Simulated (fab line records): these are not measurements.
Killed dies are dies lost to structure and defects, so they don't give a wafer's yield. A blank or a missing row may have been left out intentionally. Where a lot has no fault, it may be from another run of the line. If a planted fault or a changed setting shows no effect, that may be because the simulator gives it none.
Matching of chambers | flow n5_finfet | N5_BEOL_M0_SAQP_MANDREL_ETCH_20 on rie_si-04 has 4 sister chambers
The step etches a-Si in HBr/Cl2, stops on SiNx, target depth 60 nm, bt time 10 s, time 30 s. 18 wafers are shown with their chamber, then 9 later ones without.

## WAFERS, EACH WITH ITS CHAMBER
wafer  | chamber | throttle_valve_pct (%) | drypump_motor_current_A (A) | oes_product_au (a.u.)
L076.3 | 0       | 35.29                  | 5.0                         | 0.771
L076.4 | 3       | 35.64                  | 5.4                         | 0.782
L076.5 | 3       | 35.61                  | 5.4                         | 0.786
L079.3 | 0       | 35.27                  | 5.0                         | 0.770
L079.4 | 2       | 35.58                  | 5.4                         | 0.791
L079.6 | 1       | 35.34                  | 5.7                         | 0.796
L081.1 | 0       | 35.29                  | 5.1                         | 0.751
L081.3 | 1       | 35.38                  | 5.8                         | 0.800
L081.5 | 0       | 35.25                  | 5.0                         | 0.770
L083.2 | 3       | 35.63                  | 5.5                         | 0.780
L083.3 | 2       | 35.57                  | 5.4                         | 0.794
L083.5 | 1       | 35.35                  | 5.7                         | 0.810
L089.3 | 1       | 35.38                  | 5.8                         | 0.790
L089.4 | 0       | 35.28                  | 5.0                         | 0.772
L089.6 | 2       | 35.58                  | 5.4                         | 0.792
L090.2 | 3       | 35.66                  | 5.4                         | 0.771
L090.4 | 2       | 35.57                  | 5.4                         | 0.802
L090.6 | 3       | 35.64                  | 5.4                         | 0.793

SIGNATURES (means of the wafers above)
reading                 | chamber 0 | chamber 1 | chamber 2 | chamber 3 | scatter within a chamber
throttle_valve_pct      | 35.2760   | 35.3625   | 35.5750   | 35.6360   | 0.0165
drypump_motor_current_A | 5.020     | 5.750     | 5.400     | 5.420     | 0.0431
oes_product_au          | 0.76680   | 0.79900   | 0.79475   | 0.78240   | 0.00785
Rule: distance of a wafer from a chamber = root of the sum over the readings of ((wafer's reading minus chamber's mean) / reading's scatter) squared. The wafer belongs to the nearest chamber; if the next one is less than 2 further off, it can't be placed. The scatter: take each reading less its chamber's mean, square it, sum over the shown wafers, divide by the number of wafers less the number of chambers, and take the root.

## WAFERS WITH NO CHAMBER GIVEN
wafer  | throttle_valve_pct (%) | drypump_motor_current_A (A) | oes_product_au (a.u.)
L091.1 | 35.59                  | 5.4                         | 0.782
L091.3 | 35.27                  | 5.0                         | 0.768
L091.6 | 35.30                  | 5.0                         | 0.763
L092.2 | 35.66                  | 5.4                         | 0.765
L092.4 | 35.37                  | 5.7                         | 0.799
L092.6 | 35.57                  | 5.4                         | 0.797
L094.1 | 35.59                  | 5.4                         | 0.796
L094.2 | 35.65                  | 5.4                         | 0.770
L094.6 | 35.26                  | 5.0                         | 0.775

## WHICH CHAMBER EACH WENT THROUGH
wafer  | from the rows above     | in truth
L091.1 | can't be placed: 2 or 3 | 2
L091.3 | 0                       | 0
L091.6 | 0                       | 0
L092.2 | 3                       | 3
L092.4 | 1                       | 1
L092.6 | 2                       | 2
L094.1 | 2                       | 2
L094.2 | 3                       | 3
L094.6 | 0                       | 0
Correctly placed: 8 of 9. Cannot be placed on the basis of these rows: 1; the candidates contain the true chamber in 1. Placed wrongly: 0.
